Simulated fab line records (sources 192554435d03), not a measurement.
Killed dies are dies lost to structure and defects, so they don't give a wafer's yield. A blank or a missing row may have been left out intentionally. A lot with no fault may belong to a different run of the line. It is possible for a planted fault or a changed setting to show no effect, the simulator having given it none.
fab line records	flow n5-finfet
record lots=6	wafers=17	last-day=16
route steps=1938 shown BEOL_M7@1310 PASSIVATION@1936
lots untouched by any fault: they come from a run of this same line in which no faults occurred
start-h: start of the lot's first displayed wafer, in hours after the record's first day	wait-h: time in hours since the lot's previous step	" the same as in the row above	L1.1+2: a single row standing in for several wafers	- value missing, or start not given	* or withheld: withheld	< > ~ a bound
route shown NAME@n: NAME is a module with steps in the file, n the number in the route of the first one	usual: mean/standard deviation of fault-free wafers	same: alike in all rows	chamber/n: place in a boat	sites: readings site by site	_std_site: standard deviation across them	_edge_site: the outer-site mean with the inner-site mean subtracted	radius-mm: how far each site lies from the wafer's centre	mask NAME#n: copy n	behind: the tool/chamber that last shaped the wafer	hold: cause of the lot's hold/its duration in hours/its outcome	device: names the non-switching transistor (n, p or np)	end of line: the tests these same wafers got at the end of their route	for a step that has no rows: nothing shown but its recipe	killed: at the first sort, the dies lost to defects and structure; wafer yield is something else	map: per-die view of a wafer (x killed, . not killed, _ where there is no die)
set.NAME: the setting as run; set.NAME@STEP: as run at that earlier step	model.NAME: the simulator's own value behind a step, which no gauge read
lots seen at some steps along the route; tables by step, rows by wafer
services: from which hour (start-h, from the record's first day; less than 0 if before it) a tool's chamber was out of use, for how many hours, and why
## steps
# step N5_BEOL_M7_STRIP_80
# recipe chemistry=N2/H2	time-s=10	power-w=450	temp-c=40	pressure-mtorr=20	rf-frequency-hz=6e+07	bias-power-w=7	n2-flow-sccm=200	h2-flow-sccm=200
# usual drypump-motor-current-A=5.6/0.49	n2-flow-sccm=199.9/0.63	oes-product-au=0.76/0.06	rf-vpp-V=59.4/0.85	showerhead-plenum-p-Torr=2.58/0.1	throttle-valve-pct=23.79/0.26
lot.wafer	tool	chamber	start-h	wait-h	drypump-motor-current-A	n2-flow-sccm	oes-product-au	rf-hours-counter-h	rf-vpp-V	showerhead-plenum-p-Torr	throttle-valve-pct
L640.1	rie-diel-02	3	-	-	5.6	199.4	0.85	63	61.1	2.67	23.40
L640.4	"	2	"	"	6.1	199.8	0.79	119	58.9	2.33	23.89
L640.6	"	3	"	"	5.6	200.7	0.85	-	59.5	2.67	23.39
L641.1	rie-diel-03	1	-	-	5.2	199.9	0.73	166	59.4	2.52	24.01
L641.3	"	2	"	"	6.5	199.4	0.73	168	60.4	2.65	23.56
L641.4	"	0	"	"	5.3	200.0	0.72	187	57.7	2.51	23.64
L643.2	rie-diel-02	2	-	-	6.1	200.2	0.78	123	58.5	2.33	23.89
L643.5	"	3	"	"	5.6	199.6	0.84	-	59.9	2.66	23.40
L643.6	"	0	"	"	5.3	199.8	0.72	-	58.6	2.54	24.17
L647.2	rie-diel-03	3	-	-	5.9	199.8	0.76	127	61.0	2.66	23.77
L647.6	"	1	"	"	5.2	200.0	0.73	-	58.3	2.52	24.01
L655.1	rie-diel-03	1	-	-	5.2	199.5	0.72	186	58.6	2.51	24.02
L655.4	"	2	"	"	6.4	200.6	0.73	187	59.2	2.64	23.60
L655.6	"	1	"	"	5.2	199.9	0.72	-	58.4	2.52	24.04
L657.1	rie-diel-03	3	-	-	5.8	199.6	0.75	144	58.9	2.65	23.79
L657.2	"	1	"	"	5.2	199.6	0.71	190	59.4	2.51	24.03
L657.6	"	1	"	"	5.2	199.8	0.71	-	58.5	2.51	24.03
# step N5_BEOL_M7_OCD_MEAS_38
# usual trench-depth-nm=92.6/1.6
lot.wafer	tool	chamber	start-h	wait-h	trench-depth-nm
L640.1	ocd-02	-	216.55	-	94.0
L640.4	"	-	"	"	95.2
L640.6	"	-	"	"	93.2
L641.1	ocd-02	-	223.84	-	91.6
L641.3	"	-	"	"	92.8
L641.4	"	-	"	"	91.7
L643.2	ocd-01	-	227.98	-	94.3
L643.5	"	-	"	"	92.2
L643.6	"	-	"	"	90.7
L647.2	ocd-01	-	246.48	-	92.7
L647.6	"	-	"	"	92.1
L655.1	ocd-02	-	285.41	-	91.2
L655.4	"	-	"	"	92.5
L655.6	"	-	"	"	91.7
L657.1	ocd-02	-	302.96	-	91.9
L657.2	"	-	"	"	91.4
L657.6	"	-	"	"	92.8
# step N5_BEOL_M7_HM_STRIP_39
# recipe chemistry=peroxide-tin-strip	material=TiN	target-depth-a=250	temp-c=50	time-s=158
# step N5_BEOL_M7_SRD_40
# recipe time-s=30	temp-c=23	rinse-liquid=diw	dry=ipa-marangoni
# step N5_BEOL_M7_PRECLEAN_42
# recipe chemistry=residue-remover	time-s=60	temp-c=40
# step N5_BEOL_M7_SRD_43
# recipe time-s=30	temp-c=23	rinse-liquid=diw	dry=ipa-marangoni
# step N5_BEOL_M7_CD_MEAS_35
# recipe target-cd-nm=40	polarity=opening
# usual cd-nm=39.9/0.5
lot.wafer	tool	chamber	start-h	wait-h	cd-nm
L640.1	cd-sem-03	-	216.72	0.0	39.6
L640.4	"	-	"	"	39.3
L640.6	"	-	"	"	38.9
L641.1	cd-sem-03	-	224.00	0.0	39.5
L641.3	"	-	"	"	39.6
L641.4	"	-	"	"	39.2
L643.2	cd-sem-02	-	228.14	0.0	40.8
L643.5	"	-	"	"	40.7
L643.6	"	-	"	"	39.3
L647.2	cd-sem-02	-	246.64	0.0	39.5
L647.6	"	-	"	"	39.7
L655.1	cd-sem-02	-	285.57	0.0	39.8
L655.4	"	-	"	"	40.1
L655.6	"	-	"	"	39.7
L657.1	cd-sem-03	-	303.11	0.0	40.7
L657.2	"	-	"	"	40.4
L657.6	"	-	"	"	40.0
# step N5_BEOL_M7_CURE_75
# recipe temp-c=370	time-s=120	ambient=DMADMS/He	material=SiCOH_lowk
# usual lamp-power-pct=52.31/0.056	wafer_temp_C_max=372.0/0.68
lot.wafer	tool	chamber	start-h	wait-h	lamp-power-pct	wafer_temp_C_max
L640.1	uv-cure-01	2	216.76	0.0	52.37	371.3
L640.4	"	2	"	"	52.39	371.5
L640.6	"	2	"	"	52.24	371.3
L641.1	uv-cure-01	0	224.04	0.0	52.27	372.5
L641.3	"	0	"	"	52.25	372.0
L641.4	"	0	"	"	52.27	372.2
L643.2	uv-cure-01	1	228.48	0.3	52.40	373.8
L643.5	"	1	"	"	52.26	373.4
L643.6	"	1	"	"	52.33	375.1
L647.2	uv-cure-02	0	246.73	0.1	52.31	371.7
L647.6	"	0	"	"	52.30	371.8
L655.1	uv-cure-02	0	285.72	0.1	52.42	371.3
L655.4	"	0	"	"	52.29	371.6
L655.6	"	0	"	"	52.35	371.7
L657.1	uv-cure-01	0	303.15	0.0	52.26	373.0
L657.2	"	0	"	"	52.26	372.3
L657.6	"	0	"	"	52.27	372.3
# step N5_BEOL_M7_DEGAS_44
# recipe ambient=vacuum	temp-c=250	time-s=60
# usual heater-power-w=352/25
lot.wafer	tool	chamber	start-h	wait-h	heater-power-w
L640.1	pvd-sputter-03	-	217.61	0.8	328
L640.4	"	-	"	"	349
L640.6	"	-	"	"	341
L641.1	pvd-sputter-02	-	224.71	0.6	344
L641.3	"	-	"	"	351
L641.4	"	-	"	"	377
L643.2	pvd-sputter-03	-	229.11	0.6	335
L643.5	"	-	"	"	336
L643.6	"	-	"	"	345
L647.2	pvd-sputter-02	-	247.36	0.6	338
L647.6	"	-	"	"	382
L655.1	pvd-sputter-03	-	286.51	0.7	338
L655.4	"	-	"	"	400
L655.6	"	-	"	"	329
L657.1	pvd-sputter-02	-	303.93	0.7	356
L657.2	"	-	"	"	349
L657.6	"	-	"	"	342
# step N5_BEOL_M7_PRE_CLEAN_45
# recipe gas=H2/He	time-s=30	temp-c=250
# step N5_BEOL_M7_ALD_77
# recipe material=TaN	target-thk-a=20	temp-c=275	ald-precursor-family=PDMAT	ald-co-reactant=NH3	pressure-torr=3	carrier-flow-sccm=1500	pulse-time-s=2	purge-time-s=3	co-reactant-purge-time-s=2	co-reactant-pulse-time-s=3	ald-cycles=40	precursor-vessel-temp-c=75	precursor-vessel-pressure-torr=26.25	precursor-vessel-carrier-sccm=1000
# step N5_BEOL_M7_SURFACE_TREAT_79
# recipe gas=Ar	time-s=*	ion-energy-ev=*	ion-current-ma-cm2=0.5	pressure-mtorr=*	ar-flow-sccm=30
# usual throttle-valve-pct=*
lot.wafer	tool	chamber	start-h	wait-h	throttle-valve-pct
L640.1	pvd-sputter-03	-	218.11	0.2	*
L640.4	"	-	"	"	*
L640.6	"	-	"	"	*
L641.1	pvd-sputter-02	-	225.13	0.2	*
L641.3	"	-	"	"	*
L641.4	"	-	"	"	*
L643.2	pvd-sputter-02	-	229.57	0.2	*
L643.5	"	-	"	"	*
L643.6	"	-	"	"	*
L647.2	pvd-sputter-01	-	247.82	0.2	*
L647.6	"	-	"	"	*
L655.1	pvd-sputter-03	-	287.13	0.2	*
L655.4	"	-	"	"	*
L655.6	"	-	"	"	*
L657.1	pvd-sputter-01	-	304.36	0.2	*
L657.2	"	-	"	"	*
L657.6	"	-	"	"	*
# step N5_BEOL_M7_CVD_78
# recipe material=Co	target-thk-a=20	temp-c=withheld	precursor=CCTBA/H2	pressure-torr=30	time-s=142.3
# usual run-length-s=165.2/0.5
lot.wafer	tool	chamber	start-h	wait-h	run-length-s
L640.1	cvd-co-02	1	218.22	0.1	165.1
L640.4	"	0	"	"	165.4
L640.6	"	1	"	"	164.5
L641.1	cvd-co-01	0	225.19	0.0	164.8
L641.3	"	1	"	"	165.4
L641.4	"	1	"	"	165.2
L643.2	cvd-co-02	0	229.86	0.3	166.4
L643.5	"	2	"	"	129.8
L643.6	"	1	"	"	129.2
L647.2	cvd-co-02	0	247.88	0.0	165.5
L647.6	"	1	"	"	129.3
L655.1	cvd-co-01	0	287.43	0.3	165.5
L655.4	"	2	"	"	165.5
L655.6	"	1	"	"	165.4
L657.1	cvd-co-01	1	304.48	0.1	165.7
L657.2	"	0	"	"	164.6
L657.6	"	1	"	"	165.9
# step N5_BEOL_M7_SPUTTER_48
# recipe material=Cu	target-thk-a=100	temp-c=-20	bias-v=60	power-w=26000	chamber-pressure-pa=0.13	time-s=1.667
# usual chamber-pressure-pa=0.12998/0.00026	throttle-valve-pct=30.3/1.2
lot.wafer	tool	chamber	start-h	wait-h	chamber-pressure-pa	throttle-valve-pct
L640.1	pvd-sputter-03	-	218.63	0.4	0.1298	28.4
L640.4	"	-	"	"	0.12971	31.3
L640.6	"	-	"	"	0.12997	28.5
L641.1	pvd-sputter-03	-	225.35	0.1	0.1296	28.8
L641.3	"	-	"	"	0.13005	30.5
L641.4	"	-	"	"	0.13002	28.8
L643.2	pvd-sputter-02	-	230.07	0.2	0.13009	29.9
L643.5	"	-	"	"	0.13003	30.8
L643.6	"	-	"	"	0.13021	30.6
L647.2	pvd-sputter-01	-	247.99	0.1	0.13009	29.8
L647.6	"	-	"	"	0.12993	30.7
L655.1	pvd-sputter-01	-	287.60	0.1	0.12985	31.4
L655.4	"	-	"	"	0.13026	32.9
L655.6	"	-	"	"	0.13001	31.5
L657.1	pvd-sputter-01	-	304.66	0.1	0.13043	31.5
L657.2	"	-	"	"	0.13012	32.9
L657.6	"	-	"	"	0.13018	32.9
# step N5_PASSIVATION_PROBE_49
# usual defect-limited-yield=91.6/1.2	killed_at_M0_to_M3=33/9.4	killed_at_M4_up=13/5.2	killed-at-contacts=13/5.6	killed-at-front-end=37/9.5	killed-at-other=4/3.1	killed-dies=99/15	killed-open=65/11	killed-short=32/7.5	sort_bin_5_function=4.9/0.77	sort_bin_6_memory=3.1/0.65	sort_bin_8_speed=0.01/0.056	sort-n-pass=1081/15	sort-yield-pct=91.6/1.2
# same gross-dies=1180	killed-at-back-side=0	sort_bin_4_leakage[%]=0
lot.wafer	tool	chamber	start-h	wait-h	defect-limited-yield[%]	killed_at_M0_to_M3	killed_at_M4_up	killed-at-contacts	killed-at-front-end	killed-at-other	killed-dies	killed-open	killed-short	sort_bin_5_function[%]	sort_bin_6_memory[%]	sort_bin_8_speed[%]	sort-n-pass	sort-yield-pct[%]
L643.2	prober-01	-	316.21	0.1	91.4	27	12	20	41	2	102	68	28	5.3	2.5	0	1078	91.4
L643.5	prober-01	-	316.36	0.2	92.4	36	7	14	33	0	90	49	41	4.3	3.1	0	1090	92.4
L643.6	prober-01	-	316.41	0.3	93.2	19	13	12	35	1	80	54	25	3.6	2.7	0	1100	93.2
L641.1	prober-02	-	317.59	0.0	92.0	33	8	13	35	5	94	62	32	5.2	2.1	0	1086	92.0
L641.3	prober-02	-	317.69	0.1	90.1	26	20	14	53	4	117	83	34	6.0	3.6	0	1063	90.1
L641.4	prober-02	-	317.74	0.2	91.9	21	13	12	42	8	96	72	23	5.5	2.5	0	1084	91.9
L655.1	prober-01	-	367.32	0.0	92.8	27	15	4	35	4	85	51	32	4.4	2.6	0	1095	92.8
L655.4	prober-01	-	367.47	0.2	90.8	31	11	9	56	2	109	67	36	4.6	4.3	0	1071	90.8
L655.6	prober-01	-	367.57	0.3	91.4	32	19	3	45	3	102	68	33	5.1	3.2	0	1078	91.4
L657.1	prober-01	-	376.33	0.0	89.9	38	7	13	60	1	119	74	39	5.2	4.4	0	1061	89.9
L657.2	prober-01	-	376.38	0.1	90.2	40	9	15	52	0	116	71	44	6.2	3.6	0.08	1063	90.1
L657.6	prober-01	-	376.58	0.3	91.4	24	7	18	51	2	102	74	27	5.1	3.1	0	1078	91.4
# killed by level:class
L643.2 MOL_CONTACT_COAG:geometric-particle:open=18 BEOL_M2:geometric-particle:open=11 FIN_SAQP:geometric-particle:short=9 BEOL_M4:geometric-particle:open=7 FIN_SAQP:geometric-particle:open=6 BEOL_M3:geometric-particle:open=6 HKMG_FIN:area-etch=6 BEOL_M0_SAQP:geometric-particle:open=4
L643.5 MOL_CONTACT_COAG:geometric-particle:open=10 BEOL_M0_SAQP:geometric-particle:short=10 BEOL_M3:geometric-particle:open=8 BEOL_M0_SAQP:geometric-particle:open=7 FIN_SAQP:geometric-particle:short=5 STI_FIN_REVEAL:geometric-particle:open=5 GATE_CUT:geometric-particle:short=5 BEOL_M2:geometric-particle:open=5
L643.6 MOL_CONTACT_COAG:geometric-particle:open=11 FIN_SAQP:geometric-particle:open=7 BEOL_M0_SAQP:geometric-particle:short=6 STARTING-WAFER:geometric-particle:short=6 FIN_SAQP:geometric-particle:short=4 BEOL_M0_SAQP:geometric-particle:open=4 BEOL_M3:geometric-particle:open=4 DUMMY_GATE:geometric-particle:open=3
L641.1 MOL_CONTACT_COAG:geometric-particle:open=11 BEOL_M1:geometric-particle:open=11 STI_FIN_REVEAL:geometric-particle:open=8 FIN_SAQP:geometric-particle:open=6 BEOL_M1:geometric-particle:short=6 FIN_SAQP:geometric-particle:short=5 GATE_CUT:geometric-particle:short=5 BEOL_M0:geometric-particle:open=4
L641.3 STI_FIN_REVEAL:geometric-particle:open=19 MOL_CONTACT_COAG:geometric-particle:open=12 FIN_SAQP:geometric-particle:open=8 FIN_SAQP:geometric-particle:short=7 BEOL_M4:geometric-particle:open=7 BEOL_M6:geometric-particle:open=6 BEOL_M1:geometric-particle:open=5 BEOL_M3:geometric-particle:open=5
L641.4 STI_FIN_REVEAL:geometric-particle:open=14 MOL_CONTACT_COAG:geometric-particle:open=10 FIN_SAQP:geometric-particle:open=6 FIN_SAQP:geometric-particle:short=6 BEOL_M3:geometric-particle:open=6 BEOL_M4:geometric-particle:open=6 PASS1_CAP:geometric-particle:open=6 STI_FIN_REVEAL:geometric-particle:short=4
L655.1 BEOL_M0_SAQP:geometric-particle:short=13 STI_FIN_REVEAL:geometric-particle:open=10 BEOL_M4:geometric-particle:open=8 BEOL_M0_SAQP:geometric-particle:open=6 FIN_SAQP:geometric-particle:open=4 GATE_CUT:geometric-particle:short=4 BEOL_M1:geometric-particle:open=3 BEOL_M7:geometric-particle:open=3
L655.4 STI_FIN_REVEAL:geometric-particle:open=14 FIN_SAQP:geometric-particle:short=9 BEOL_M0_SAQP:geometric-particle:short=9 FIN_SAQP:geometric-particle:open=8 MOL_CONTACT_COAG:geometric-particle:open=8 BEOL_M3:geometric-particle:open=7 BEOL_M4:geometric-particle:open=6 DUMMY_GATE:geometric-particle:open=5
L655.6 BEOL_M4:geometric-particle:open=11 FIN_SAQP:geometric-particle:open=7 STI_FIN_REVEAL:geometric-particle:open=7 BEOL_M0_SAQP:geometric-particle:short=7 BEOL_M0_SAQP:geometric-particle:open=6 BEOL_M3:geometric-particle:open=6 FIN_SAQP:geometric-particle:short=5 GATE_CUT:geometric-particle:short=5
L657.1 FIN_SAQP:geometric-particle:open=24 BEOL_M0_SAQP:geometric-particle:short=12 MOL_CONTACT_COAG:geometric-particle:open=10 BEOL_M0_SAQP:geometric-particle:open=10 FIN_SAQP:geometric-particle:short=8 GATE_CUT:geometric-particle:short=5 HKMG_FIN:area-etch=5 STI_FIN_REVEAL:geometric-particle:open=4
L657.2 FIN_SAQP:geometric-particle:open=17 FIN_SAQP:geometric-particle:short=13 MOL_CONTACT_COAG:geometric-particle:open=12 BEOL_M3:geometric-particle:open=10 BEOL_M0_SAQP:geometric-particle:short=9 BEOL_M0_SAQP:geometric-particle:open=7 BEOL_M2:geometric-particle:open=7 STI_FIN_REVEAL:geometric-particle:open=5
L657.6 FIN_SAQP:geometric-particle:open=22 MOL_CONTACT_COAG:geometric-particle:open=16 FIN_SAQP:geometric-particle:short=9 BEOL_M3:geometric-particle:open=8 BEOL_M4:geometric-particle:open=6 BEOL_M0_SAQP:geometric-particle:short=5 ILD0:geometric-particle:open=4 GATE_CUT:geometric-particle:short=4
## services
tool	chamber	start-h	hours	kind
cvd-co-02	2	195.82	16.5	repair
uv-cure-02	-	201.50	1.0	pm
rie-diel-03	0	215.28	6.4	repair
uv-cure-02	-	221.68	7.5	pm
uv-cure-01	-	233.12	2.1	pm
pvd-sputter-02	-	238.19	1.5	repair
cvd-co-01	-	241.20	0.5	repair
uv-cure-02	-	242.01	0.8	repair
cvd-co-02	-	268.73	0.5	repair
pvd-sputter-02	-	285.64	5.0	repair
rie-diel-02	2	286.38	3.2	repair
uv-cure-02	-	289.93	16.1	repair
cvd-co-01	-	301.89	0.2	repair
## key
first-sign step=N5_BEOL_M7_CVD_78	reading=run-length-s	direction=down	sigmas=72	usual=*	struck=*
effect none on later readings
met-at N5_BEOL_M7_CVD_78
struck-wafers L643.5,L643.6,L647.6
onset-between 218.22 229.86
fault kind=process-parameter-drift	tool=cvd-co-02	chamber=-	onset-h=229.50	steps=N5_BEOL_M7_CVD_78	channel=time-s	offset=*	shape=step	end-h=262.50	scope=struck-wafers-only	acts-in=*	stated=*
